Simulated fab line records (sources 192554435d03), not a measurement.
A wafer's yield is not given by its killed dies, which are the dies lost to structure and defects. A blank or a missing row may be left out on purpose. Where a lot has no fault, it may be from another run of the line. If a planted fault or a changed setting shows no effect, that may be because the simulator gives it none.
Split-lot trial | flow n5 finfet | route with 1938 steps; 7 lots, 39 wafers read

ABOUT THE SPLIT
At N5_SDB_ALD_29 (deposits SiNx, target thk 30 nm, pulse time 1 s, ald cycles 600), the setting ald cycles was moved away from the recipe's 600 on 18 of the 39 wafers read, by -23.5% to +59.2%. The other wafers ran this setting at the recipe's value.

Reading taken at the split's own step.

THE READING
SiNx_of_SDB_ALD_29.thk nm (the simulator's own value, which no gauge read), in nm, at N5_SDB_ALD_29 (deposits SiNx, target thk 30 nm, pulse time 1 s, ald cycles 600). No usual value for it is given in the file. Here, 21 wafers ran the recipe; their average is 30.0 nm with a standard deviation of 0.11 nm.

wafer  | tool, chamber at the split | ald cycles as run | against the recipe | SiNx_of_SDB_ALD_29.thk nm, nm | against lot-mates on the recipe
L076.1 | ald sin-04, 0,3,3          | 496               | -17.3%             | 24.8                          | -5.2
L076.2 | ald sin-04, 0,3,3          | 496               | -17.3%             | 24.8                          | -5.2
L076.6 | ald sin-04, 0,3,3          | 496               | -17.3%             | 24.8                          | -5.2
L076.3 | ald sin-04, 2              | 600               | recipe             | 30                            | -
L076.4 | ald sin-04, 1              | 600               | recipe             | 30.2                          | -
L076.5 | ald sin-04, 2              | 600               | recipe             | 29.8                          | -
L078.1 | ald sin-04, 1              | 600               | recipe             | 30.2                          | -
L078.3 | ald sin-04, 2              | 600               | recipe             | 29.8                          | -
L078.6 | ald sin-04, 2              | 600               | recipe             | 30                            | -
L079.1 | ald sin-01, 0,1            | 600               | recipe             | 30                            | -
L079.6 | ald sin-01, 0,1            | 600               | recipe             | 30                            | -
L079.2 | ald sin-01, 3              | 600               | recipe             | 29.8                          | -
L079.3 | ald sin-01, 2,1            | 955               | +59.2%             | 47.6                          | +17.7
L079.4 | ald sin-01, 2,1            | 955               | +59.2%             | 47.6                          | +17.7
L079.5 | ald sin-01, 0              | 955               | +59.2%             | 47.8                          | +17.9
L087.1 | ald sin-02, 0,1,0          | 600               | recipe             | 30                            | -
L087.3 | ald sin-02, 0,1,0          | 600               | recipe             | 30                            | -
L087.6 | ald sin-02, 0,1,0          | 600               | recipe             | 30                            | -
L087.2 | ald sin-02, 2              | 922               | +53.7%             | 46.2                          | +16.2
L087.4 | ald sin-02, 3              | 922               | +53.7%             | 46                            | +16.0
L087.5 | ald sin-02, 3              | 922               | +53.7%             | 46                            | +16.0
L090.1 | ald sin-02, 0,1,0          | 600               | recipe             | 30                            | -
L090.3 | ald sin-02, 0,1,0          | 600               | recipe             | 30                            | -
L090.5 | ald sin-02, 0,1,0          | 600               | recipe             | 30                            | -
L090.2 | ald sin-02, 2,3,3          | 796               | +32.7%             | 39.8                          | +9.8
L090.4 | ald sin-02, 2,3,3          | 796               | +32.7%             | 39.8                          | +9.8
L090.6 | ald sin-02, 2,3,3          | 796               | +32.7%             | 39.8                          | +9.8
L094.1 | ald sin-02, 0,3,1          | 600               | recipe             | 30                            | -
L094.3 | ald sin-02, 0,3,1          | 600               | recipe             | 30                            | -
L094.5 | ald sin-02, 0,3,1          | 600               | recipe             | 30                            | -
L094.2 | ald sin-02, 2              | 459               | -23.5%             | 23                            | -7.0
L094.4 | ald sin-02, 1,2            | 459               | -23.5%             | 22.8                          | -7.2
L094.6 | ald sin-02, 1,2            | 459               | -23.5%             | 22.8                          | -7.2
L097.1 | ald sin-04, 3,0            | 600               | recipe             | 29.8                          | -
L097.6 | ald sin-04, 3,0            | 600               | recipe             | 29.8                          | -
L097.2 | ald sin-04, 0,2            | 887               | +47.8%             | 44.4                          | +14.5
L097.4 | ald sin-04, 0,2            | 887               | +47.8%             | 44.4                          | +14.5
L097.3 | ald sin-04, 1              | 887               | +47.8%             | 44.6                          | +14.7
L097.5 | ald sin-04, 1              | 600               | recipe             | 30                            | -
Rows listing several chambers each stand for several wafers; the file does not say which wafer went through which chamber.

FIT RESULTS
A straight line over all 39 wafers: SiNx_of_SDB_ALD_29.thk nm changes by +0.3 nm for each +1% of ald cycles; r = +1.00; the points scatter about the line by 0.11 nm.
The same after taking each lot's own level away (the mean of its wafers on the recipe; 39 wafers): +0.301 nm for each +1%; r = +1.00; scatter 0.12 nm.
According to that fit, moving ald cycles by its largest amount changes the reading by 18 nm.
From 29.87 to 30.00 nm: that is the span of the lots' own levels, equal to 1.2 times the standard deviation above.
So the lot-to-lot level changes the slope little: the two slopes agree.
Check: with one of the wafers moved furthest among these (+59.2%) left out of the fit, the line predicts +17.8 nm for it against its lot-mates. Against them it came out at +17.7 nm.

OTHER SPLITS ON THESE WAFERS
Before the reading, these wafers also passed through other splits. Each is held against what the fit with the lots' levels taken away leaves over:
other split on the same wafers          | wafers away from the commonest value | r with SiNx_of_SDB_ALD_29.thk nm (lot level and that fit taken away)
N5_ZERO_LAYER_DEVELOP_10 develop time s | 18                                   | -0.15
N5_FIN_SAQP_DESCUM_21 time s            | 15                                   | +0.20

THE WHOLE CHAIN: every reading that the file lists as answering this split, in the file's order
step          | what it does                                                      | reading                                                                    | change (the file's fit)                                                             | r (the file's)
N5_SDB_ALD_29 | deposits SiNx, target thk 30 nm, pulse time 1 s, ald cycles 600   | SiNx_of_SDB_ALD_29.thk nm (the simulator's own value, which no gauge read) | +0.301 nm for each +1% of the setting                                               | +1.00
N5_SDB_CMP_30 | polishes, stops on poly-Si, t overpolish 1.54 s, target thk 30 nm | SiNx_of_SDB_ALD_29.thk nm (the simulator's own value, which no gauge read) | not straight: 22.87 at the lowest setting, 29.97 at the recipe, 30.2 at the highest | not given

THE FILE'S OWN FIT
SiNx_of_SDB_ALD_29.thk nm changes by +0.301 nm for each +1% of ald cycles, r = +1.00.
